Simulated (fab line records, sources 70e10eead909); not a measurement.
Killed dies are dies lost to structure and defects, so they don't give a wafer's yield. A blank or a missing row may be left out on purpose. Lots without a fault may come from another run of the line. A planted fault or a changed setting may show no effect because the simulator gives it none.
Chamber matching | flow nand_harc | NHARC_P_M0_DESCUM_14 on rie_diel-05: 4 sister chambers
The step chemistry O2, time 3 s. 18 wafers are shown with their chamber, then 9 later ones without.

WAFERS WITH THEIR CHAMBER
wafer  | chamber | showerhead_plenum_p_Torr (Torr) | drypump_motor_current_A (A) | rf_vpp_V (V)
L837.1 | 3       | 1.82                            | 5.64                        | 57.8
L837.3 | 1       | 2.00                            | 5.44                        | 58.2
L837.6 | 1       | 2.00                            | 5.44                        | 57.9
L846.1 | 1       | 2.00                            | 5.44                        | 57.6
L846.5 | 1       | 1.99                            | 5.47                        | 59.7
L846.6 | 2       | 1.78                            | 5.72                        | 56.5
L847.3 | 1       | 1.99                            | 5.44                        | 56.8
L847.5 | 3       | 1.81                            | 5.66                        | 59.3
L847.6 | 2       | 1.78                            | 5.73                        | 57.2
L848.1 | 3       | 1.81                            | 5.68                        | 56.9
L848.3 | 1       | 1.99                            | 5.43                        | 58.4
L848.5 | 0       | 1.92                            | 5.48                        | 58.6
L850.1 | 2       | 1.78                            | 5.71                        | 56.0
L850.3 | 1       | 1.99                            | 5.43                        | 58.1
L850.5 | 0       | 1.92                            | 5.50                        | 57.3
L852.2 | 0       | 1.92                            | 5.51                        | 58.1
L852.5 | 2       | 1.78                            | 5.68                        | 57.0
L852.6 | 1       | 1.99                            | 5.40                        | 57.7

SIGNATURES (means of the wafers above)
reading                  | chamber 0 | chamber 1 | chamber 2 | chamber 3 | scatter within a chamber
showerhead_plenum_p_Torr | 1.9200    | 1.9937    | 1.7800    | 1.8133    | 0.00426
drypump_motor_current_A  | 5.4967    | 5.4363    | 5.7100    | 5.6600    | 0.0194
rf_vpp_V                 | 58.000    | 58.050    | 56.675    | 58.000    | 0.821
Rule: a wafer's distance from a chamber is the root of the sum, over the readings, of the square of ((its reading less the chamber's mean) divided by the reading's scatter). The wafer belongs to the nearest chamber; if the next one is less than 2 further off, it can't be placed. The scatter: the root of (the sum of the squares of (reading less its chamber's mean) over the shown wafers, divided by (wafers less chambers)).

WAFERS WITHOUT THEIR CHAMBER
wafer  | showerhead_plenum_p_Torr (Torr) | drypump_motor_current_A (A) | rf_vpp_V (V)
L853.2 | 1.81                            | 5.66                        | 58.8
L853.4 | 1.78                            | 5.71                        | 58.4
L853.5 | 1.81                            | 5.66                        | 57.1
L855.1 | 1.77                            | 5.72                        | 57.1
L855.2 | 1.81                            | 5.66                        | 58.2
L855.3 | 1.99                            | 5.44                        | 58.3
L856.1 | 1.91                            | 5.49                        | 58.5
L856.2 | 1.99                            | 5.43                        | 57.8
L856.3 | 1.77                            | 5.70                        | 57.6

WHICH CHAMBER EACH WENT THROUGH
wafer  | from the rows above | in truth
L853.2 | 3                   | 3
L853.4 | 2                   | 2
L853.5 | 3                   | 3
L855.1 | 2                   | 2
L855.2 | 3                   | 3
L855.3 | 1                   | 1
L856.1 | 0                   | 0
L856.2 | 1                   | 1
L856.3 | 2                   | 2
Placed correctly: 9 of 9. Can't be placed from these rows: 0. Placed wrongly: 0.
